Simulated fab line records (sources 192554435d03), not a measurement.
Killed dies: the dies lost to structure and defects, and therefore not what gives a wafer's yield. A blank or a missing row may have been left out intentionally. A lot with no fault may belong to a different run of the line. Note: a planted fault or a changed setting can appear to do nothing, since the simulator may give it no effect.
fab line records    flow n5_finfet
[record] lots = 3  wafers = 9  last_day = 19
route steps=1938 shown BEOL_M4@1099 BEOL_M5@1112 BEOL_M11@1554 PASSIVATION@1936
lots with no fault: from the same line, run without faults
start_h: hours from the record's first day to the start of the lot's first wafer shown    wait_h: hours elapsed since this lot's preceding step    " the same as in the row above    L1.1+2: a single row standing in for several wafers    - no value, or no start was given    * or withheld: withheld    < > ~ a bound
route shown NAME@n: a module of which the file shows steps, and the number in the route of the first    usual: the fault-free wafers' mean and standard deviation    same: alike in all rows    chamber/n: place in a boat    sites: readings site by site    _std_site: the standard deviation of these    _edge_site: inner sites' mean taken away from outer sites' mean    radius_mm: how far each site lies from the wafer's centre    mask NAME#n: copy n    behind: the most recent tool/chamber to have shaped the wafer    hold: the reason the lot was held/the length of the hold in hours/how it ended    device: the n, p or np transistor that did not switch    end of line: tests of these same wafers at the route's end    a step without rows: its recipe alone    killed: count of dies lost to structure and defects at first sort (not the wafer's yield)    map: shows each die of a wafer: x if killed, . if not, _ if none is there
set.NAME: the setting as run; set.NAME@STEP: as run at that earlier step    model.NAME: the simulator's own value behind a step, which no gauge read
lots at some steps of the route; a table a step, a row a wafer
services: from which hour (start_h, from the record's first day; less than 0 if before it) a tool's chamber was out of use, for how many hours, and why
[[steps]]
[step N5_BEOL_M4_ANNEAL_95]
[recipe] temp_c = 400  time_s = 240  ambient = vacuum
[step N5_BEOL_M4_SPUTTER_96]
[recipe] material = Cu  target_thk_a = 45  temp_c = -20  chamber_pressure_pa = 0.07  power_w = withheld  time_s = 8.29
[step N5_BEOL_M4_ECD_50]
[recipe] material = Cu  target_thk_a = 3000
[step N5_BEOL_M4_ANNEAL_51]
[recipe] temp_c = 225  time_s = 90  ambient = N2
[step N5_BEOL_M4_CMP_52]
[recipe] stop_on = SiOC  t_overpolish_s = 6.8  down_force_psi = 1  platen_rpm = 50  clearing_platen_down_force_psi = 1.5  clearing_platen_rpm = 50  post_cmp_clean = cu_alkaline  target_thk_nm = 40  clearing_platen_pad_velocity_m_s = 0.99484  pad_velocity_m_s = 0.99484
[step N5_BEOL_M4_PRE_CLEAN_60]
[recipe] gas = NH3/H2  time_s = 15  temp_c = *  rf_power_w = 300
[step N5_BEOL_M4_CO_CAP_55]
[recipe] material = Co  target_thk_a = 20  temp_c = 200  precursor = CCTBA/H2  pressure_torr = 30  time_s = 102.1
[step N5_BEOL_M4_PRE_CLEAN_56]
[recipe] gas = NH3  time_s = 15  temp_c = withheld  rf_power_w = 300
[step N5_BEOL_M4_DEP_57]
[recipe] material = SiCN  target_thk_a = 80  temp_c = withheld  precursor = 3MS/NH3  pressure_torr = 3  rf_w = 202  time_s = 14
[step N5_BEOL_M4_RC_MEAS_101]
[usual] DIBL_N = 36.0/1.9  DIBL_P = 35.6/2.2  IOFF_N = 0.15/0.031  IOFF_P = 0.19/0.032  ION_N = 668/11  ION_P = 455/7.2  SS_N = 71.5/0.65  SS_P = 73.4/0.64  VT_N = 251/3.6  VT_P = -253/3.3
lot.wafer  tool       chamber  start_h  wait_h  DIBL_N[mV/V]  DIBL_P[mV/V]  IOFF_N[nA/um]  IOFF_P[nA/um]  ION_N[uA/um]  ION_P[uA/um]  SS_N[mV/dec]  SS_P[mV/dec]  VT_N[mV]  VT_P[mV]
L749.2     prober-02  0        277.37   0.2     34.3          34.2          0.13           0.18           665           452           72.5          72.6          252       -252
L749.4     "          0        "        "       32.2          32.5          0.11           0.16           653           449           70.8          72.8          253       -253
L749.6     "          0        "        "       34.1          35.5          0.14           0.20           666           458           71.3          73.2          250       -251
L755.1     prober-01  0        305.61   0.0     37.3          40.1          0.18           0.23           659           450           72.7          75.0          249       -251
L755.4     "          0        "        "       36.8          37.6          0.17           0.18           673           447           71.9          72.8          249       -256
L755.6     "          0        "        "       33.6          34.6          0.13           0.15           657           451           71.3          72.6          253       -257
L761.1     prober-02  0        325.81   0.0     39.4          40.4          0.24           0.31           692           473           73.1          74.7          244       -243
L761.4     "          0        "        "       37.2          36.9          0.18           0.23           681           465           72.0          73.5          248       -248
L761.5     "          0        "        "       36.8          36.4          0.17           0.22           673           456           72.0          73.3          248       -249
[step N5_BEOL_M5_ILD_DEP_00]
[recipe] material = SiCOH_lowk  target_thk_a = 1406.4  temp_c = 300  precursor = DEMS/porogen  pressure_torr = 5  rf_w = 500  time_s = 25.9
[step N5_BEOL_M5_CURE_79]
[recipe] temp_c = 385  time_s = 240  ambient = He/Ar  material = SiCOH_lowk
[step N5_BEOL_M5_PECVD_70]
[recipe] material = SiO2  target_thk_a = 160  temp_c = 400  precursor = TEOS/O2  pressure_torr = 5.5  rf_w = 450  teos_flow_sccm = 53.8  gas = O2  flow_sccm = 3000  time_s = 18
[step N5_BEOL_M5_HM_DEP_02]
[recipe] material = TiN  target_thk_a = 200  temp_c = 25  chamber_pressure_pa = 0.49996
[step N5_BEOL_M5_COAT_59]
[recipe] resist = SOC  temp_c = 250  time_s = 60  spin_rpm = 1500  resist_thk_nm = 60
[step N5_BEOL_M5_COAT_60]
[recipe] resist = SiARC  temp_c = 220  time_s = 60  spin_rpm = 1500  resist_thk_nm = 12
[step N5_BEOL_M5_COAT_71]
[recipe] resist = underlayer  temp_c = 205  time_s = 60  spin_rpm = 1500  resist_thk_nm = 5
[step N5_BEOL_M5_COAT_05]
[recipe] resist = CAR-EUV  spin_rpm = 1500  resist_thk_nm = 30
[step N5_BEOL_M5_EBR_07]
[recipe] solvent = PGMEA  ebr_width_mm = 1.5
[step N5_BEOL_M5_SOFTBAKE_06]
[recipe] temp_c = 110  time_s = 60  resist = CAR-EUV
[step N5_BEOL_M5_EXPOSE_08]
[recipe] mask_id = M5  na = 0.33  source_shape = annular  sigma_inner = 0.4  sigma_outer = 0.8  polarization = unpolarized  target_cd_nm = 28  dose_mj = 35.75
[step N5_BEOL_M5_PEB_09]
[recipe] peb_temp_c = 100  peb_time_s = 60  resist = CAR-EUV
[step N5_BEOL_M5_DEVELOP_10]
[recipe] develop_time_s = 30  developer = TMAH  resist = CAR-EUV  rinse_liquid = surfactant_rinse  dry = air_spin  dev_temp_c = 23
[step N5_BEOL_M5_DESCUM_16]
[recipe] chemistry = O2  time_s = 7  source_power_w = 50  bias_power_w = 20  pressure_mtorr = 20  rf_frequency_hz = 2.712e+07  temp_c = 40  resist = CAR-EUV  o2_flow_sccm = 225
[step N5_BEOL_M5_ETCH_72]
[recipe] chemistry = N2/H2  target = underlayer  target_depth_a = 65  mask_material = CAR-EUV  time_s = 5.2  ion_energy_ev = 200  pressure_mtorr = 30  source_w = 840  bias_w = 150  n2_flow_sccm = 200  h2_flow_sccm = 200  ends = cleared
[step N5_BEOL_M5_ETCH_61]
[recipe] chemistry = CF4  target = SiARC  target_depth_a = 156  mask_material = CAR-EUV  time_s = 26  ion_energy_ev = 80  pressure_mtorr = 40  source_w = 545  bias_w = 36  Ar_flow_sccm = 100  cf4_flow_sccm = 100  ends = cleared
[step N5_BEOL_M5_ETCH_62]
[recipe] chemistry = N2/H2  target = SOC  target_depth_a = 750  overetch_a = 150  mask_material = SiARC  temp_c = 40  time_s = 112.5  ion_energy_ev = 200  pressure_mtorr = 30  source_w = 840  bias_w = 150  n2_flow_sccm = 200  h2_flow_sccm = 200
[step N5_BEOL_M5_STRIP_63]
[recipe] chemistry = N2/H2  temp_c = 40  n2_flow_sccm = 200  h2_flow_sccm = 200  rf_frequency_hz = 6e+07
[step N5_BEOL_M5_STRIP_73]
[recipe] chemistry = N2/H2  temp_c = 40  n2_flow_sccm = 200  h2_flow_sccm = 200  rf_frequency_hz = 6e+07
[step N5_BEOL_M5_STRIP_64]
[recipe] chemistry = CF4  resist = SiARC  power_w = 300  bias_power_w = 75  pressure_mtorr = 50  cf4_flow_sccm = 150  rf_frequency_hz = 6e+07
[step N5_BEOL_M5_HM_OPEN_17]
[recipe] chemistry = Cl2/BCl3  target_depth_a = 200  overetch_a = 60  target = TiN  mask_material = SOC  ion_energy_ev = 150  pressure_mtorr = 10  icp_w = 1000  bias_w = 126  Cl2_flow_sccm = 53.25  bcl3_flow_sccm = 21.75  Ar_flow_sccm = 25
[step N5_BEOL_M5_STRIP_19]
[recipe] chemistry = O2  power_w = 400  temp_c = 40  pressure_mtorr = 30  rf_frequency_hz = 6e+07  bias_power_w = 0  overash_fraction = 0.2  o2_flow_sccm = 225
[step N5_BEOL_M5_COAT_65]
[recipe] resist = SOC  temp_c = 250  time_s = 60  spin_rpm = 1500  resist_thk_nm = 60
[step N5_BEOL_M5_COAT_66]
[recipe] resist = SiARC  temp_c = 220  time_s = 60  spin_rpm = 1500  resist_thk_nm = 12
[step N5_BEOL_M11_ETCH_62]
[recipe] chemistry = N2/H2  target = SOC  target_depth_a = 1100  overetch_a = 220  mask_material = SiARC  temp_c = 40  time_s = 165  ion_energy_ev = 200  pressure_mtorr = 30  source_w = 840  bias_w = 150  n2_flow_sccm = 200  h2_flow_sccm = 200
[usual] drypump_motor_current_A = 5.6/0.49  oes_product_au = 0.70/0.082  rf_vpp_V = 524.5/2.7  showerhead_plenum_p_Torr = 2.55/0.094  throttle_valve_pct = 17.58/0.21
lot.wafer  tool         chamber  start_h  wait_h  drypump_motor_current_A  oes_product_au  rf_hours_counter_h  rf_vpp_V  showerhead_plenum_p_Torr  throttle_valve_pct  model.etch.depth_nm  model.SiARC_of_BEOL_M11_COAT_60.thk_nm  model.BEOL_M11.cd_offset_nm
L749.2     rie_diel-03  1        335.44   0.0     6.4                      0.70            39                  521.1     2.47                      17.30               93.32                25.4                                    -1
L749.4     "            3        "        "       5.2                      0.66            -                   524.0     2.57                      17.74               100                  23.4                                    -0.2
L749.6     "            1        "        "       6.4                      0.71            -                   523.2     2.47                      17.31               93.3                 25.4                                    -1.2
L755.1     rie_diel-02  1        368.04   0.0     6.4                      0.61            183                 520.4     2.41                      17.90               99.67                23.6                                    -0.4
L755.4     "            2        "        "       5.6                      0.59            -                   527.0     2.61                      17.83               99.54                23.8                                    0
L755.6     "            1        "        "       6.5                      0.61            -                   520.8     2.41                      17.89               99.36                23.6                                    -0.4
L761.1     rie_diel-03  0        394.83   0.0     5.1                      0.82            6                   525.1     2.59                      17.32               100.2                23.2                                    -0.2
L761.4     "            1        "        "       6.4                      0.71            61                  522.4     2.46                      17.34               100.2                23.4                                    -0.4
L761.5     "            1        "        "       6.4                      0.70            -                   521.7     2.46                      17.33               100.3                23.6                                    0.2
[step N5_BEOL_M11_HM_OPEN_17]
[recipe] chemistry = Cl2/BCl3  target_depth_a = 200  overetch_a = 60  target = TiN  mask_material = SOC  ion_energy_ev = 150  pressure_mtorr = 10  icp_w = 1000  bias_w = 126  Cl2_flow_sccm = 53.25  bcl3_flow_sccm = 21.75  Ar_flow_sccm = 25
[usual] drypump_motor_current_A = 5.9/0.59  he_backside_leak_sccm = 3.6/0.39  mfc_ar_sccm = 24.99/0.083  oes_ar_750_au = 0.78/0.087  oes_product_au = 0.67/0.061  throttle_valve_pct = 22.09/0.2
lot.wafer  tool          chamber  start_h  wait_h  drypump_motor_current_A  he_backside_leak_sccm  mfc_ar_sccm  oes_ar_750_au  oes_product_au  rf_hours_counter_h  throttle_valve_pct  model.BEOL_M11.cd_offset_nm
L749.2     rie_metal-02  1        335.63   0.0     5.6                      3.7                    24.89        0.68           0.47            80                  22.70               -1
L749.4     "             1        "        "       5.6                      3.6                    25.06        0.67           0.58            -                   22.46               -0.2
L749.6     "             0        "        "       6.5                      3.5                    25.16        0.91           0.62            -                   22.15               -1
L755.1     rie_metal-01  1        368.23   0.0     5.0                      3.5                    24.94        0.72           0.63            57                  22.02               -0.4
L755.4     "             1        "        "       5.0                      3.8                    24.97        0.73           0.63            -                   22.03               0
L755.6     "             0        "        "       5.6                      3.5                    25.03        0.72           0.63            -                   22.15               -0.4
L761.1     rie_metal-03  0        395.06   0.1     5.7                      3.3                    25.05        0.80           0.71            27                  21.91               -0.2
L761.4     "             1        "        "       6.7                      3.7                    25.07        0.76           0.65            -                   22.03               -0.4
L761.5     "             0        "        "       5.7                      3.1                    25.06        0.80           0.72            -                   21.91               0.2
[step N5_BEOL_M11_CD_MEAS_18]
[recipe] pitch_nm = 140  target_cd_nm = 70
[usual] cd_nm = 70.0/0.66
lot.wafer  tool       chamber  start_h  wait_h  cd_nm
L749.2     cd_sem-01  -        335.81   0.1     -
L749.4     "          -        "        "       69.7
L749.6     "          -        "        "       -
L755.1     cd_sem-03  -        368.42   0.0     69.5
L755.4     "          -        "        "       70.3
L755.6     "          -        "        "       69.7
L761.1     cd_sem-02  -        395.28   0.0     70.0
L761.4     "          -        "        "       69.7
L761.5     "          -        "        "       70.2
[step N5_BEOL_M11_VIA_ETCH_34]
[recipe] chemistry = C4F6/O2  target = SiCOH_lowk  target_depth_a = 1845  mask_material = SOC  taper_deg = 4  time_s = 69.2  ion_energy_ev = 250  pressure_mtorr = 30  source_w = 345  bias_w = 185  Ar_flow_sccm = 300  C4F6_flow_sccm = 10  O2_flow_sccm = 10
[usual] drypump_motor_current_A = 5.7/0.48  mfc_ar_sccm = 300.1/0.94  oes_ar_750_au = 0.80/0.091  oes_product_au = 0.80/0.096  rf_vpp_V = 674/8.2  showerhead_plenum_p_Torr = 2.86/0.091  throttle_valve_pct = 20.75/0.24
lot.wafer  tool         chamber  start_h  wait_h  drypump_motor_current_A  mfc_ar_sccm  oes_ar_750_au  oes_product_au  rf_hours_counter_h  rf_vpp_V  showerhead_plenum_p_Torr  throttle_valve_pct
L749.2     rie_diel-03  1        338.27   0.0     6.4                      301.1        0.87           0.33            41                  664       2.79                      20.31
L749.4     "            0        "        "       5.1                      300.5        0.69           0.69            -                   682       2.90                      20.89
L749.6     "            3        "        "       5.2                      299.6        0.77           0.31            -                   685       2.89                      20.72
L755.1     rie_diel-05  3        370.45   0.0     4.9                      300.5        0.92           0.93            17                  685       2.91                      20.64
L755.4     "            0        "        "       5.6                      299.6        0.87           0.88            45                  658       2.77                      20.78
L755.6     "            1        "        "       5.4                      300.1        0.80           0.81            -                   682       3.00                      20.80
L761.1     rie_diel-03  2        397.51   0.0     5.6                      300.5        0.86           0.87            39                  677       2.88                      20.47
L761.4     "            0        "        "       5.1                      299.0        0.97           0.97            7                   683       2.89                      20.50
L761.5     "            2        "        "       5.6                      300.5        0.86           0.87            -                   676       2.88                      20.45
[step N5_BEOL_M11_OCD_MEAS_38]
[usual] trench_depth_nm = 148/3.2
lot.wafer  tool    chamber  start_h  wait_h  trench_depth_nm
L749.2     ocd-01  -        338.56   -       3
L749.4     "       -        "        "       150
L749.6     "       -        "        "       4
L755.1     ocd-02  -        370.73   -       145
L755.4     "       -        "        "       147
L755.6     "       -        "        "       150
L761.1     ocd-02  -        397.79   -       149
L761.4     "       -        "        "       154
L761.5     "       -        "        "       149
[step N5_BEOL_M11_CD_MEAS_35]
[recipe] target_cd_nm = 70  polarity = opening
[usual] cd_nm = 70.0/0.67
lot.wafer  tool       chamber  start_h  wait_h  cd_nm
L749.2     cd_sem-01  -        338.71   0.0     -
L749.4     "          -        "        "       69.9
L749.6     "          -        "        "       -
L755.1     cd_sem-02  -        370.89   0.0     70.0
L755.4     "          -        "        "       70.3
L755.6     "          -        "        "       69.7
L761.1     cd_sem-01  -        397.95   0.0     69.6
L761.4     "          -        "        "       69.4
L761.5     "          -        "        "       70.4
[step N5_PASSIVATION_PROBE_49]
[usual] defect_limited_yield = 91.3/1.4  killed_at_M0_to_M3 = 34/10  killed_at_M4_up = 14/5.5  killed_at_contacts = 12/6  killed_at_front_end = 40/10  killed_at_other = 3.0/2.4  killed_dies = 103/17  killed_on_rim = 13/4.3  killed_open = 68/13  killed_short = 34/7.8  sort_bin_5_function = 5.1/0.97  sort_bin_6_memory = 3.3/0.66  sort_n_pass = 1077/17  sort_yield_pct = 91.2/1.4
[same] gross_dies = 1180  killed_at_back_side = 0  sort_bin_4_leakage[%] = 0  sort_bin_8_speed[%] = 0
lot.wafer  tool       chamber  start_h  wait_h  defect_limited_yield[%]  killed_at_M0_to_M3  killed_at_M4_up  killed_at_contacts  killed_at_front_end  killed_at_other  killed_dies  killed_on_rim  killed_open  killed_short  sort_bin_5_function[%]  sort_bin_6_memory[%]  sort_n_pass  sort_yield_pct[%]
L749.2     prober-02  -        378.52   0.1     1.4                      21                  1105             12                  24                   1                1163         152            47           24            96.4                    1.7                   17           1.4
L749.4     prober-02  -        378.62   0.2     92.7                     22                  17               11                  32                   4                86           9              66           18            4.3                     2.9                   1094         92.7
L749.6     prober-02  -        378.72   0.3     3.5                      20                  1085             5                   27                   2                1139         149            44           25            93.8                    2.4                   41           3.5
// killed by level:class
L749.2 BEOL_M11:area_etch=1089 STI_FIN_REVEAL:geometric_particle:open=8 MOL_CONTACT_COAG:geometric_particle:open=7 BEOL_M4:geometric_particle:open=6 MOL_CONTACT_COAG:geometric_particle:short=5 DUMMY_GATE:geometric_particle:open=4 BEOL_M0_SAQP:geometric_particle:short=4 BEOL_M0_SAQP:geometric_particle:open=4
L749.4 BEOL_M2:geometric_particle:open=12 STI_FIN_REVEAL:geometric_particle:open=10 MOL_CONTACT_COAG:geometric_particle:open=10 ILD0:geometric_particle:open=4 ILD0:geometric_particle:short=3 GATE_CUT:geometric_particle:open=3 BEOL_M4:geometric_particle:open=3 BEOL_M6:geometric_particle:open=3
L749.6 BEOL_M11:area_etch=1067 BEOL_M4:geometric_particle:open=8 GATE_CUT:geometric_particle:short=5 MOL_CONTACT_COAG:geometric_particle:open=5 BEOL_M2:geometric_particle:open=5 FIN_SAQP:geometric_particle:open=3 GATE_CUT:geometric_particle:open=3 BEOL_M0_SAQP:geometric_particle:short=3
// map L749.2 (x killed, . not)
_________________xxxxxxxxxxxx________________
______________xxxxxxxxxxxxxxxxxx_____________
___________xxxxxxxxxxxxxxxxxxxxxxxx__________
__________xxxxxxxxxxxxxxxxxxxxxxxxxx_________
________xxxxxxxxxxxxxxxxxxxxxxxxxxxxxx_______
_______xxxxxxxxxxxxxxxxxxxxxxxxxxxxxxxx______
______xxxxxxxxxxxxxxxxxxxxxxxxxxxxxxxxxx_____
_____xxxxxxxxxxxxxxxxxxxxxxxxxxxxxxxxxxxx____
____xxxxxxxxxxxxxxxxxxxxxxxxxxxxxxxxxxxxxx___
___xxxxxxxxxxxxxxx.x.xxxxxxxxxxxxxxxxxxxxxx__
___xxxxxxxxxxxxxx..x.xxxxxxxxxxxxxxxxxxxxxx__
__xxxxxxxxxxxxxxxxx.xxxxxxxxxxxxxxxxxxxxxxxx_
__xxxxxxxxxxxxxxxx.xxxxxxxxxxxxxxxxxxxxxxxxx_
_xxxxxxxxxxxxxxxxx.xxxxxxxxxxxxxxxxxxxxxxxxxx
_xxxxxxxxxxxxxxx.xxxx.xxxxxxxxxxxxxxxxxxxxxxx
_xxxxxxxxxxxxxxx...xxxxxxxxxxxxxxxxxxxxxxxxxx
_xxxxxxxxxxxxxxxxxxxxxxxxxxxxxxxxxxxxxxxxxxxx
_xxxxxxxxxxxxxxxxxxxxxxxxxxxxxxxxxxxxxxxxxxxx
_xxxxxxxxxxxxxxxxx..xxx.xxxxxxxxxxxxxxxxxxxxx
_xxxxxxxxxxxxxxxxxxxxxxx.xxxxxxxxxxxxxxxxxxxx
_xxxxxxxxxxxxxxxxxxxxxxxxxxxxxxxxxxxxxxxxxxxx
__xxxxxxxxxxxxxxxxxxxxxxxxxxxxxxxxxxxxxxxxxx_
__xxxxxxxxxxxxxxxxxxxxxxxxxxxxxxxxxxxxxxxxxx_
___xxxxxxxxxxxxxxxxxxxxxxxxxxxxxxxxxxxxxxxx__
___xxxxxxxxxxxxxxxxxxxxxxxxxxxxxxxxxxxxxxxx__
____xxxxxxxxxxxxxxxxxxxxxxxxxxxxxxxxxxxxxx___
_____xxxxxxxxxxxxxxxxxxxxxxxxxxxxxxxxxxxx____
______xxxxxxxxxxxxxxxxxxxxxxxxxxxxxxxxxx_____
_______xxxxxxxxxxxxxxxxxxxxxxxxxxxxxxxx______
________xxxxxxxxxxxxxxxxxxxxxxxxxxxxxx_______
__________xxxxxxxxxxxxxxxxxxxxxxxxxx_________
___________xxxxxxxxxxxxxxxxxxxxxxxx__________
______________xxxxxxxxxxxxxxxxxx_____________
_________________xxxxxxxxxxxx________________
// map L761.1 (x killed, . not)
_________________............________________
______________.................._____________
___________..........x.............__________
__________........................x._________
________....x....x.x.........x.x......_______
_______....x...........................______
______................x.............xx.._____
_____.......x.....x......x..............x____
____x.........x.......x....xx..x..........___
___.....x.xx...............x....x..x...x...__
___x......x................................__
__....x.........xxx..x........x......x......_
__...............xx.................x......._
_..x......x....x....x.x......................
_............................x...........x...
_x........x.....................x.........x..
_..x.x...........................x.......x...
_....x...................x..x.x........x.....
_......................x...............x.....
_........x..................x................
_.....x...............x...........x......x...
__.....................x...................._
__..................x...............xx......_
___...............x........................__
___.x............x.....x.......xx..........__
____......................x.......x.xx....___
_____..x......................x......x...____
______x....x............................_____
_______....................x....x...x..______
________...xxx.x......................_______
__________....x.............x......._________
___________...x..............x.....__________
______________.......x.........._____________
_________________............________________
[[services]]
tool          chamber  start_h  hours  kind
rie_diel-05   1        330.57   3.3    repair
rie_diel-03   2        333.39   19.1   repair
rie_diel-05   -        333.75   0.4    repair
rie_diel-02   0        350.54   31.6   repair
rie_metal-03  1        351.35   12.2   repair
rie_diel-03   0        358.36   -      clean
rie_diel-03   0        358.36   -      consumable_replace:focus_ring
rie_diel-03   0        358.36   16.2   scheduled_down
rie_diel-03   0        358.36   16.2   vent_cycle
rie_diel-02   3        382.39   -      clean
rie_diel-02   3        382.39   -      consumable_replace:focus_ring
rie_diel-02   3        382.39   -      consumable_replace:showerhead
rie_diel-02   3        382.39   22.7   scheduled_down
rie_diel-02   3        382.39   22.7   vent_cycle
rie_diel-05   -        385.81   4.3    pm
rie_diel-03   -        388.37   4.3    pm
rie_diel-05   3        390.15   6.0    repair
[[key]]
[first_sign] step = N5_BEOL_M11_CD_MEAS_18  reading = cd_nm  direction = missing
[effect] step = N5_BEOL_M11_VIA_ETCH_34  reading = oes_product_au  direction = down  sigmas = 5.1  usual = 0.80  struck = 0.32
[effect] step = N5_BEOL_M11_OCD_MEAS_38  reading = trench_depth_nm  direction = down  sigmas = 45  usual = 148  struck = 4
[effect] step = N5_BEOL_M11_CD_MEAS_35  reading = cd_nm  direction = missing
[effect] step = N5_PASSIVATION_PROBE_49  reading = killed_at_M4_up  direction = up  sigmas = 99+  usual = 14  struck = 1095
[model_effect] step = N5_BEOL_M11_ETCH_62  value = etch.depth_nm  without = 100.1  struck = 93.31
[model_effect] step = N5_BEOL_M11_HM_OPEN_17  value = BEOL_M11.cd_offset_nm  without = 0  struck = -1
[more_kills_born_at] N5_BEOL_M11_ETCH_62@rie_diel-03 = 2156
met_at N5_BEOL_M11_ETCH_62
struck_wafers L749.2,L749.6
later_rows_left_out L749.2,L749.6
[fault] kind = process_parameter_drift  tool = rie_diel-03  chamber = 1  onset_h = 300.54  steps = N5_BEOL_M11_ETCH_62  channel = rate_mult  offset = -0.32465  shape = step  end_h = 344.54
// later_rows_left_out: the simulator's readings of these wafers behind a module that went badly wrong aren't trusted and aren't shown, but for the sort
